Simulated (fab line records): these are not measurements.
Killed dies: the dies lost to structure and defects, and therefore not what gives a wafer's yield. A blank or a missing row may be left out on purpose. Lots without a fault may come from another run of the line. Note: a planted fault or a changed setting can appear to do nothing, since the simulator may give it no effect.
3 desks, one fault / flow n5Finfet / only its own numbers are on each desk; what lay behind them is given at the end

== THE DEFECT DESK ==
Per lot, the means of the sampled wafers with a number show what the inspections along the route counted. The brackets show how far a lot's mean lies from the usual mean; more than 4 standard deviations puts the lot out of limits, marked OUT.
Columns: A = rawDefectCount at N5_PASSIVATION_INSPECT_64, usual 1.9; B = rawDefectCount at N5_PASSIVATION_INSPECT_57, usual 2.0
lot=L686; first seen here=day 12 09:41; A=1.7; B=3.7
lot=L685; first seen here=day 12 14:40; A=2.0; B=1.3
lot=L684; first seen here=day 12 15:35; A=1.7; B=1.7
lot=L689; first seen here=day 13 12:12; A=1.3; B=1.3
lot=L690; first seen here=day 13 22:13; A=1.0; B=3.0
lot=L691; first seen here=day 14 01:38; A=2.3; B=0.3
lot=L696; first seen here=day 15 04:16; A=1.0; B=2.0
lot=L697; first seen here=day 15 05:05; A=1.3; B=1.3
lot=L695; first seen here=day 15 06:25; A=1.3; B=2.0
lot=L705; first seen here=day 18 00:30; A=3.0; B=4.0
Result from this desk: across the 10 lots, nothing is out of limits.

== AT THE METROLOGY DESK ==
Means of the sampled wafers that have a number, per lot and without regard to the tool the lot ran on: this is what the gauges read. The brackets show how far a lot's mean lies from the usual mean; more than 4 standard deviations puts the lot out of limits, marked OUT. Only the readings that lie furthest out on some lot appear, 7 of the 10 it has.
Columns: A = DIBL_N at N5_BEOL_M4_RC_MEAS_101, usual 36.4 mV/V; B = IOFF_N at N5_BEOL_M4_RC_MEAS_101, usual 0.164 nA/um; C = IOFF_P at N5_BEOL_M4_RC_MEAS_101, usual 0.214 nA/um; D = ION_P at N5_BEOL_M4_RC_MEAS_101, usual 463 uA/um; E = SS_P at N5_BEOL_M4_RC_MEAS_101, usual 73.3 mV/dec; F = VT_N at N5_BEOL_M4_RC_MEAS_101, usual 249.2 mV; G = VT_P at N5_BEOL_M4_RC_MEAS_101, usual -250.1 mV
lot=L684; first seen here=day 8 09:56; A=37.3; B=0.148; C=0.218; D=465; E=73.7; F=251.8; G=-248.3
lot=L685; first seen here=day 8 12:26; A=35.9; B=0.166; C=0.217; D=468; E=73.5; F=248.4; G=-249.9
lot=L686; first seen here=day 8 15:07; A=35.4; B=0.133; C=0.159; D=447; E=73.2; F=252.5; G=-255.2
lot=L689; first seen here=day 9 12:56; A=36.6; B=0.170; C=0.234; D=464; E=73.3; F=249.9; G=-249.5
lot=L691; first seen here=day 9 21:47; A=35.7; B=0.154; C=0.248; D=466; E=73.8; F=251.7; G=-245.5
lot=L690; first seen here=day 9 22:43; A=38.4; B=0.199; C=0.234; D=464; E=73.7; F=244.6; G=-248.9
lot=L695; first seen here=day 11 01:11; A=35.3; B=0.141; C=0.185; D=454; E=72.9; F=252.3; G=-253.3
lot=L697; first seen here=day 11 03:19; A=37.5; B=0.190; C=0.242; D=463; E=73.4; F=248.8; G=-249.6
lot=L696; first seen here=day 11 04:34; A=33.4; B=0.124; C=0.182; D=462; E=72.6; F=253.0; G=-250.6
lot=L705; first seen here=day 13 16:01; A=35.9; B=0.148; C=0.208; D=460; E=72.3; F=251.0; G=-250.1
Result from this desk: across the 10 lots, nothing is out of limits.

== TOOL OWNER'S DESK, rieDiel-03 ==
The tool's own readings at N5_BEOL_M7_VIA_ETCH_34 (etches SiCOH lowk in C4F6/O2, target depth 125.5 nm, time 50.5 s): means of the sampled wafers that have a number, for each lot that ran on this tool. The brackets show how far a lot's mean lies from the usual mean; more than 4 standard deviations puts the lot out of limits, marked OUT.
Columns: A = drypumpMotorCurrentA at N5_BEOL_M7_VIA_ETCH_34, usual 5.5 A; B = oesProductAu at N5_BEOL_M7_VIA_ETCH_34, usual 0.78 a.u.; C = rfVppV at N5_BEOL_M7_VIA_ETCH_34, usual 666 V; D = showerheadPlenumPTorr at N5_BEOL_M7_VIA_ETCH_34, usual 2.86 Torr; E = throttleValvePct at N5_BEOL_M7_VIA_ETCH_34, usual 20.91 %
lot=L685; first seen here=day 9 12:37; A=5.1; B=0.82; C=666; D=2.87; E=20.69
lot=L689; first seen here=day 10 10:22; A=5.1; B=0.76; C=667; D=2.89; E=20.74
lot=L690; first seen here=day 10 22:53; A=5.0; B=0.84; C=668; D=2.84; E=20.58
lot=L697; first seen here=day 12 02:15; A=5.1; B=0.79; C=666; D=2.86; E=20.73
lot=L696; first seen here=day 12 04:10; A=4.9; B=0.83; C=662; D=2.84; E=20.62
lot=L705; first seen here=day 14 20:46; A=5.2; B=0.62; C=658; D=2.90; E=20.90
Result from this desk: across the 6 lots, nothing is out of limits.

== ALL TOGETHER ==
No out-of-limits result turned up at the defect desk.
At the metrology desk, nothing out of limits was observed.
The desk of the tool owner found nothing out of limits.

== WHAT THE SIMULATOR HAD INSERTED ==
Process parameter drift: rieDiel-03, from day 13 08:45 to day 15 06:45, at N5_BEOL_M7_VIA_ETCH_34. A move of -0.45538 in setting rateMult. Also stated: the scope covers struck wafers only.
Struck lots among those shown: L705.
